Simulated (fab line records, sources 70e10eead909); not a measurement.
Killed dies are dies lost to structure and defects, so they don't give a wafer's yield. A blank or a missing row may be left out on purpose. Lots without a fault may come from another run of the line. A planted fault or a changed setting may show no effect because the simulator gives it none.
A struck lot beside a sound one | flow nand_harc | 15 steps out of a route of 1159
Sound: wafers L369.3, L369.4, L369.6. Struck: wafer L372.5. (L372.3, L372.6 of the same lot were not struck and are left out.) The cause comes at the end.
At each step with rows: each side's tool, then ch and its chambers, then its first start. Under that, the readings that differ: sound wafers | struck wafers | difference of the means | sigmas: that difference in standard deviations of wafers without a fault.
alike: readings whose means differ by less than 2 such deviations, and words and numbers that are the same on both sides. not compared: withheld readings, readings that some wafer has no value for, bounds like >300 that may hide the same value, and numbers for which the record gives no deviation and whose values overlap.
The two part at a step that has a row with sigmas, a row that says differs or no value, or rows on one side only. Numbers that don't overlap but have no deviation are shown without sigmas and don't part them. A reading that every wafer of one side lacks parts them only if that side has two wafers or more.

first, 7 steps without rows for these wafers: NHARC_A_M1_COAT_34 (time 65 s); NHARC_A_M1_COAT_03 (resist thk 90 nm); NHARC_A_M1_SOFTBAKE_04 (time 55 s); NHARC_A_M1_EBR_05; NHARC_A_M1_EXPOSE_06 (exposes mask A M1, target cd 120 nm); NHARC_A_M1_PEB_07 (peb time 65 s); NHARC_A_M1_DEVELOP_08 (develop time 35 s).
NHARC_A_M1_CD_MEAS_09: target cd 120 nm.
  sound on cd_sem-02 ch 0, day 18 10:33; struck on cd_sem-03 ch 0, day 19 16:56
  alike: cd_nm
NHARC_A_M1_OVL_MEAS_10: pitch 240 nm.
  sound on overlay-02, day 18 10:38; struck on overlay-01, day 19 17:01
  alike: overlay_x_nm, overlay_y_nm
NHARC_A_M1_INSPECT_11:
  sound on defect_inspect-02, day 18 10:40; struck on defect_inspect-02, day 19 17:03
  alike: raw_defect_count
NHARC_A_M1_DESCUM_14: chemistry O2, time 3 s.
  sound on rie_diel-11 ch 0,2,3, day 18 10:44; struck on rie_diel-11 ch 0, day 19 17:07
  alike: drypump_motor_current_A, oes_product_au, rf_vpp_V, showerhead_plenum_p_Torr, throttle_valve_pct
  not compared: rf_hours_counter_h
NHARC_A_M1_ETCH_35: etches the open film in N2/H2, target depth 40 nm, overetch 12 nm, time 43.94 s.
  sound on rie_diel-11 ch 0,2, day 18 10:49; struck on rie_diel-11 ch 3, day 19 17:13
  reading               | sound             | struck | difference | sigmas
  oes_product_au (a.u.) | 0.992 0.989 0.984 | 1.018  | +0.030     | +3
  alike: drypump_motor_current_A, rf_vpp_V, showerhead_plenum_p_Torr, throttle_valve_pct
  not compared: rf_hours_counter_h
NHARC_A_M1_ETCH_15: etches the open film in C4F8/Ar, target depth 182.5 nm, time 91.2 s.
  sound on rie_diel-11 ch 1,2, day 18 10:54; struck on rie_diel-11 ch 0, day 19 17:19
  reading               | sound             | struck | difference | sigmas
  oes_product_au (a.u.) | 0.944 0.979 0.975 | 0.843  | -0.123     | -5
  rf_vpp_V (V)          | 440.3 437.2 436.6 | 444.0  | +6.0       | +2
  not compared: rf_hours_counter_h
NHARC_A_M1_CD_MEAS_16:
  sound on cd_sem-03, day 18 11:03; struck on cd_sem-01, day 19 17:25
  alike: cd_nm
NHARC_END_SORT_01:
  sound on prober-01 ch 0, day 20 04:07; struck on prober-01 ch 0, day 21 09:10
  reading                  | sound          | struck                   | difference                   | sigmas
  hold                     | - - -          | await_dispo/5.3h/release | no value on the sound wafers |
  defect_limited_yield (%) | 96.5 96.2 95.9 | 5.9                      | -90.3                        | -50
  killed_at_array          | 23 21 24       | 634                      | +611                         | +56
  killed_dies              | 24 26 28       | 637                      | +611                         | +51
  sort_bin_2_pct (%)       | 1.8 0.9 1.8    | 92.0                     | +90.5                        | +99 or more
  sort_n_pass              | 653 651 649    | 40                       | -611                         | -51
  sort_rim_yield_pct (%)   | 98.1 98.1 99.1 | 15.1                     | -83.3                        | -33
  sort_yield_pct (%)       | 96.5 96.2 95.9 | 5.9                      | -90.3                        | -50
  alike: killed_at_other, killed_at_periphery, killed_open, killed_short, sort_bin_3_pct, sort_bin_4_pct

WHERE THEY PART
First at NHARC_A_M1_ETCH_35; last, within this record, at NHARC_END_SORT_01.

WHY: what the simulator had put in
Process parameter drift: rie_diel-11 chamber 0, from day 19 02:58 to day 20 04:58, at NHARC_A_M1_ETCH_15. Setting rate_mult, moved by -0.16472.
